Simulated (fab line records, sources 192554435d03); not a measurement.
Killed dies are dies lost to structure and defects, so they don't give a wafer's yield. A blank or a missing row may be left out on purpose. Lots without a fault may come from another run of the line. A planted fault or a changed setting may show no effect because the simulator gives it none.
One fault seen from 2 desks | flow n5_finfet | each desk has only its own numbers; what lay behind them comes last

THE TOOL OWNER'S DESK: pvd_sputter-01
The tool's own readings at N5_BEOL_M1_SPUTTER_81 (material Cu, target thk 4.5 nm, time 8.29 s): means of the sampled wafers that have a number, for each lot that ran on this tool. A lot is out of limits, marked OUT, if its mean lies more than 4 standard deviations from the usual mean; the brackets give that distance.
Columns: A = chamber_pressure_pa at N5_BEOL_M1_SPUTTER_81, usual 0.07002 Pa; B = chuck_gas_flow_sccm at N5_BEOL_M1_SPUTTER_81, usual 1.26 sccm; C = throttle_valve_pct at N5_BEOL_M1_SPUTTER_81, usual 30.3 %
lot  | first seen here | A       | B    | C
L378 | day 8 00:43     | 0.06994 | 1.27 | 30.5
L389 | day 11 02:41    | 0.07002 | 1.20 | 29.4
L393 | day 12 03:01    | 0.06993 | 1.24 | 31.5
This desk's finding: nothing out of limits on any of the 3 lots.

THE METROLOGY DESK
What the gauges read, lot by lot, whatever tool the lot ran on: means of the sampled wafers that have a number. A lot is out of limits, marked OUT, if its mean lies more than 4 standard deviations from the usual mean; the brackets give that distance. Of its 10 readings 7 are shown: those that lie furthest out on some lot.
Columns: A = DIBL_N at N5_BEOL_M4_RC_MEAS_101, usual 35.7 mV/V; B = DIBL_P at N5_BEOL_M4_RC_MEAS_101, usual 35.7 mV/V; C = IOFF_N at N5_BEOL_M4_RC_MEAS_101, usual 0.155 nA/um; D = IOFF_P at N5_BEOL_M4_RC_MEAS_101, usual 0.20 nA/um; E = SS_N at N5_BEOL_M4_RC_MEAS_101, usual 71.3 mV/dec; F = VT_N at N5_BEOL_M4_RC_MEAS_101, usual 250 mV; G = VT_P at N5_BEOL_M4_RC_MEAS_101, usual -251 mV
lot  | first seen here | A    | B    | C     | D    | E    | F   | G
L372 | day 8 17:17     | 37.1 | 37.3 | 0.185 | 0.23 | 71.6 | 246 | -248
L378 | day 10 01:29    | 32.9 | 32.3 | 0.104 | 0.14 | 70.8 | 256 | -256
L385 | day 12 03:38    | 35.3 | 35.7 | 0.149 | 0.19 | 70.6 | 250 | -251
L388 | day 12 03:52    | 36.1 | 37.0 | 0.170 | 0.22 | 71.2 | 246 | -249
L390 | day 12 22:20    | 36.0 | 35.1 | 0.139 | 0.21 | 71.2 | 251 | -249
L389 | day 13 05:15    | 34.0 | 34.8 | 0.130 | 0.15 | 71.6 | 251 | -257
L391 | day 13 17:22    | 35.0 | 35.5 | 0.144 | 0.19 | 71.1 | 251 | -254
L392 | day 14 00:05    | 34.9 | 34.5 | 0.152 | 0.20 | 71.0 | 251 | -251
L393 | day 14 00:10    | 36.7 | 38.7 | 0.167 | 0.21 | 71.1 | 248 | -252
L394 | day 14 08:04    | 36.5 | 38.2 | 0.174 | 0.21 | 72.1 | 247 | -251
This desk's finding: nothing out of limits on any of the 10 lots.

PUT TOGETHER
The tool owner's desk saw nothing out of limits.
The metrology desk saw nothing out of limits.

WHAT THE SIMULATOR HAD PUT IN
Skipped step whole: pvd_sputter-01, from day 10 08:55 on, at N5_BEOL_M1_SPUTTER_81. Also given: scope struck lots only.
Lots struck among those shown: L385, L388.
